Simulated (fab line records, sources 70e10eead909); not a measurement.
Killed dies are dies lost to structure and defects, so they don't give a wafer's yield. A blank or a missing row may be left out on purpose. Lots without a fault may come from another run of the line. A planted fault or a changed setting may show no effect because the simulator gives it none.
Which tool did it? | flow nand_harc | 12 lots, 35 wafers sampled, at 5 steps of a route of 1302

WHAT THE GAUGES READ, wafer by wafer
NHARC_A_CONTACT_CD_MEAS_53.
lot  | measured     | on        | cd_nm (nm)
L554 | day 21 13:34 | cd_sem-03 | 289.6 289.3 288.7
L556 | day 22 08:00 | cd_sem-02 | 290.9 290.3 290.2
L558 | day 23 00:22 | cd_sem-02 | 288.9 289.8 288.5
L559 | day 23 13:41 | cd_sem-03 | 289.9 289.4 289.7
L561 | day 24 13:41 | cd_sem-01 | 290.7 289.4 289.4
L567 | day 27 09:14 | cd_sem-01 | 288.6 288.8 288.4
L570 | day 27 18:47 | cd_sem-01 | 289.5 289.9 289.3
L572 | day 28 06:22 | cd_sem-01 | 289.7 289.6 290.4
L571 | day 28 09:16 | cd_sem-03 | 289.6 289.9
L575 | day 30 14:14 | cd_sem-02 | 289.2 289.0 289.4
L576 | day 30 15:58 | cd_sem-02 | 289.9 290.3 289.8
L577 | day 31 01:11 | cd_sem-01 | 290.1 289.7 289.8

NHARC_A_CONTACT_OVL_MEAS_70.
lot  | measured     | on         | overlay_x_nm (nm) | overlay_y_nm (nm)
L554 | day 21 20:47 | overlay-01 | 0.0 -0.2 -0.6     | -0.8 -0.7 -0.4
L556 | day 22 13:10 | overlay-02 | 0.2 -0.1 0.4      | 0.2 -0.2 0.0
L558 | day 23 08:10 | overlay-02 | -0.4 0.4 -0.2     | -1.1 -1.4 -1.7
L559 | day 23 20:25 | overlay-01 | 0.7 1.0 1.0       | 0.1 0.2 0.6
L561 | day 24 20:19 | overlay-01 | -0.1 0.2 -0.6     | 0.4 0.0 0.0
L567 | day 27 17:19 | overlay-01 | 0.0 -0.6 -0.7     | 0.1 -0.6 0.2
L570 | day 27 23:46 | overlay-02 | 0.4 0.4 1.0       | -0.2 0.3 0.4
L572 | day 28 11:51 | overlay-02 | -1.7 -1.6 -1.5    | 0.9 1.0 1.0
L571 | day 28 14:46 | overlay-02 | 0.1 0.6           | -0.3 -0.8
L575 | day 30 20:27 | overlay-02 | 0.0 0.3 -0.4      | -0.9 -0.5 -0.9
L576 | day 30 23:47 | overlay-01 | -1.2 -1.1 -1.5    | -0.2 0.1 -0.1
L577 | day 31 07:37 | overlay-02 | 0.8 0.3 0.3       | 1.5 1.2 0.8

NHARC_END_SORT_01.
lot  | measured     | on        | killed_at_array | killed_at_other | killed_at_periphery | killed_dies | killed_open | killed_short
L567 | day 30 13:02 | prober-01 | 64              | 1               | 12                  | 77          | 5           | 0
L570 | day 30 10:36 | prober-02 | 39 27           | 1 0             | 7 11                | 47 38       | 2 3         | 5 0
L571 | day 31 08:36 | prober-01 | 89              | 5               | 2                   | 96          | 3           | 3

WHICH TOOL RAN EACH LOT (tool, then ch and the chambers of the sampled wafers, then the start)
lot  | NHARC_A_CONTACT_ETCH_102           | NHARC_A_CONTACT_ETCH_75
L554 | rie_diel-12 ch 0,2,3, day 21 13:53 | rie_diel-13 ch 1,2,3, day 21 20:58
L556 | rie_diel-13 ch 0,1,2, day 22 08:26 | rie_diel-13 ch 1,2, day 22 13:22
L558 | rie_diel-12 ch 1,3, day 23 00:43   | rie_diel-13 ch 0,1, day 23 08:21
L559 | rie_diel-13 ch 0,1, day 23 13:58   | rie_diel-13 ch 1,3, day 23 20:36
L561 | rie_diel-13 ch 0,3, day 24 13:58   | rie_diel-06 ch 0,1, day 24 20:31
L567 | rie_diel-06 ch 0,1,2, day 27 09:32 | rie_diel-13 ch 1,2, day 27 17:29
L570 | rie_diel-13 ch 2,3, day 27 19:04   | rie_diel-13 ch 0,2,3, day 28 00:00
L572 | rie_diel-13 ch 0,1,3, day 28 06:39 | rie_diel-12 ch 1,2, day 28 12:05
L571 | rie_diel-12 ch 0,1, day 28 09:43   | rie_diel-13 ch 0,3, day 28 14:56
L575 | rie_diel-06 ch 2,3, day 30 14:32   | rie_diel-13 ch 0,3, day 30 20:38
L576 | rie_diel-13 ch 0,2,3, day 30 16:16 | rie_diel-13 ch 1,3, day 30 23:58
L577 | rie_diel-13 ch 0,1, day 31 01:29   | rie_diel-13 ch 0,2,3, day 31 07:49
- NHARC_A_CONTACT_ETCH_102: etches the open film in CF4/O2, target depth 100 nm, overetch 10 nm, time 55 s.
- NHARC_A_CONTACT_ETCH_75: etches the open film in CF4, target depth 39 nm, time 65 s.

WHAT THE TOOLS THEMSELVES READ (means of the sampled wafers that have a number; where no wafer has one, the mark that the record gives instead)
NHARC_A_CONTACT_ETCH_102.
lot  | tool        | drypump_motor_current_A (A) | oes_product_au (a.u.) | rf_vpp_V (V) | run_length_s (s) | showerhead_plenum_p_Torr (Torr) | throttle_valve_pct (%)
L554 | rie_diel-12 | 5.8                         | 0.999                 | 198.0        | 76.1             | 1.35                            | 13.393
L556 | rie_diel-13 | 5.3                         | 1.003                 | 197.8        | 76.0             | 1.32                            | 13.394
L558 | rie_diel-12 | 6.4                         | 1.017                 | 196.7        | 75.9             | 1.31                            | 13.397
L559 | rie_diel-13 | 5.3                         | 0.996                 | 198.1        | 75.9             | 1.35                            | 13.391
L561 | rie_diel-13 | 5.3                         | 0.992                 | 197.3        | 75.9             | 1.33                            | 13.400
L567 | rie_diel-06 | 5.2                         | 1.002                 | 197.4        | 76.1             | 1.32                            | 13.394
L570 | rie_diel-13 | 5.1                         | 0.999                 | 197.1        | 76.1             | 1.27                            | 13.402
L572 | rie_diel-13 | 5.5                         | 1.008                 | 197.3        | 76.2             | 1.33                            | 13.393
L571 | rie_diel-12 | 6.4                         | 1.010                 | 197.2        | 75.8             | 1.29                            | 13.395
L575 | rie_diel-06 | 5.1                         | 0.998                 | 197.7        | 76.4             | 1.34                            | 13.395
L576 | rie_diel-13 | 5.2                         | 0.998                 | 196.8        | 76.2             | 1.29                            | 13.397
L577 | rie_diel-13 | 5.5                         | 0.999                 | 197.6        | 76.2             | 1.36                            | 13.403

NHARC_A_CONTACT_ETCH_75.
lot  | tool        | drypump_motor_current_A (A) | oes_product_au (a.u.) | rf_vpp_V (V) | run_length_s (s) | showerhead_plenum_p_Torr (Torr) | throttle_valve_pct (%)
L554 | rie_diel-13 | 5.4                         | 0.996                 | 151.7        | 86.5             | 1.74                            | 13.293
L556 | rie_diel-13 | 5.2                         | 1.005                 | 151.1        | 86.4             | 1.71                            | 13.279
L558 | rie_diel-13 | 5.5                         | 0.992                 | 151.6        | 86.2             | 1.80                            | 13.282
L559 | rie_diel-13 | 5.6                         | 0.993                 | 151.9        | 86.3             | 1.79                            | 13.284
L561 | rie_diel-06 | 5.3                         | 0.998                 | 150.7        | 86.1             | 1.74                            | 13.280
L567 | rie_diel-13 | 5.2                         | 0.993                 | 151.0        | 80.8             | 1.71                            | 13.282
L570 | rie_diel-13 | 5.2                         | 1.003                 | 151.0        | 75.9             | 1.72                            | 13.284
L572 | rie_diel-12 | 6.2                         | 1.009                 | 149.5        | 85.6             | 1.65                            | 13.290
L571 | rie_diel-13 | 5.4                         | 1.001                 | 150.1        | 78.5             | 1.74                            | 13.279
L575 | rie_diel-13 | 5.3                         | 0.988                 | 150.3        | 85.8             | 1.75                            | 13.281
L576 | rie_diel-13 | 5.6                         | 1.003                 | 150.8        | 86.5             | 1.78                            | 13.301
L577 | rie_diel-13 | 5.2                         | 0.997                 | 150.0        | 86.3             | 1.71                            | 13.284

THE ANSWER, worked out from the rows above alone
Rule: what is usual is taken from the lots themselves. Put in order of their means at a reading, lots are off if they are a third of the lots or fewer, leave a main group of 4 or more, and stand apart from it by a gap of 3 or more times the standard deviation of the main group's means; of several such gaps the widest counts. A main group whose means are all the same, to the digits that the tables above print for the reading, isn't used. A lot without any number at a reading at which 4 lots or more have one is off too. The other lots that the step has rows for count as sound. The gauges are gone through in route order, then the tools' own readings, and for those a lot's mean is taken as printed above. The first step at which some lot is off is used, and at that step the reading that is off furthest; a lot without a number counts as furthest.
Off: L567, L570, L571, at NHARC_A_CONTACT_ETCH_75 (run_length_s). The main group: mean 86.2 s, standard deviation 0.29.
A tool fits if, at that step or a process step before it, it ran every lot that is off, and no sound lot after the first of them. None of those tried fits.

WHAT THE SIMULATOR HAD PUT IN
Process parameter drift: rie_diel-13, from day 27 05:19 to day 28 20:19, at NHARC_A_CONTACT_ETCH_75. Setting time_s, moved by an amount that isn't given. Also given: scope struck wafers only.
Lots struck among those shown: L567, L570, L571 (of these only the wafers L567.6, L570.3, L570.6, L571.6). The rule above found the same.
